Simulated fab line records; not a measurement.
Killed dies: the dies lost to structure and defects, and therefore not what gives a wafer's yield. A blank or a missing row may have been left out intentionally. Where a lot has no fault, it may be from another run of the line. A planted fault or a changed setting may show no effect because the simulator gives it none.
Chamber matching	flow n5_finfet	N5_BEOL_M10_ILD_DEP_00 on pecvd-03 has 3 sister chambers
The step deposits SiCOH lowk from DEMS/porogen, target thk 308.51 nm, time 58 s. 6 wafers are shown with their chamber, then 9 later ones without.

== EACH WAFER AND ITS CHAMBER ==
wafer	chamber	throttle_valve_pct (%)	showerhead_plenum_p_Torr (Torr)
L079.3	0	14.1	5.738
L081.2	2	12.9	5.725
L081.4	1	14.6	5.717
L085.1	2	13.1	5.737
L085.2	1	14.3	5.719
L085.6	0	14.4	5.729

== WAFERS WHOSE CHAMBER IS MISSING ==
wafer	throttle_valve_pct (%)	showerhead_plenum_p_Torr (Torr)
L086.3	14.6	5.739
L086.5	13.1	5.727
L086.6	14.3	5.747
L090.3	14.5	5.735
L090.5	13.3	5.722
L090.6	14.2	5.723
L096.3	14.3	5.723
L096.4	13.3	5.709
L096.6	14.6	5.729

== EACH ONE'S CHAMBER ==
wafer	from the rows above	in truth
L086.3	can't be placed: 0 or 1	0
L086.5	2	2
L086.6	0	0
L090.3	can't be placed: 0 or 1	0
L090.5	2	2
L090.6	can't be placed: 1 or 0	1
L096.3	can't be placed: 1 or 0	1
L096.4	2	2
L096.6	can't be placed: 1 or 0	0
Placed correctly: 4 of 9. From these rows, 5 cannot be placed; in 5 the true chamber is one of the candidates. Wrongly placed: 0.
How it was worked out, from the rows above alone: a wafer's distance from a chamber is the root of the sum, over the readings, of the square of ((its reading less the chamber's mean) divided by the reading's scatter). If the next closest chamber is less than 2 further off than the closest, the wafer can't be placed; otherwise it belongs to the closest. Each chamber's mean is taken over the wafers shown for it. The scatter is the square root of a quotient: the sum, over the shown wafers, of each reading's squared deviation from its chamber's mean, divided by wafers minus chambers.
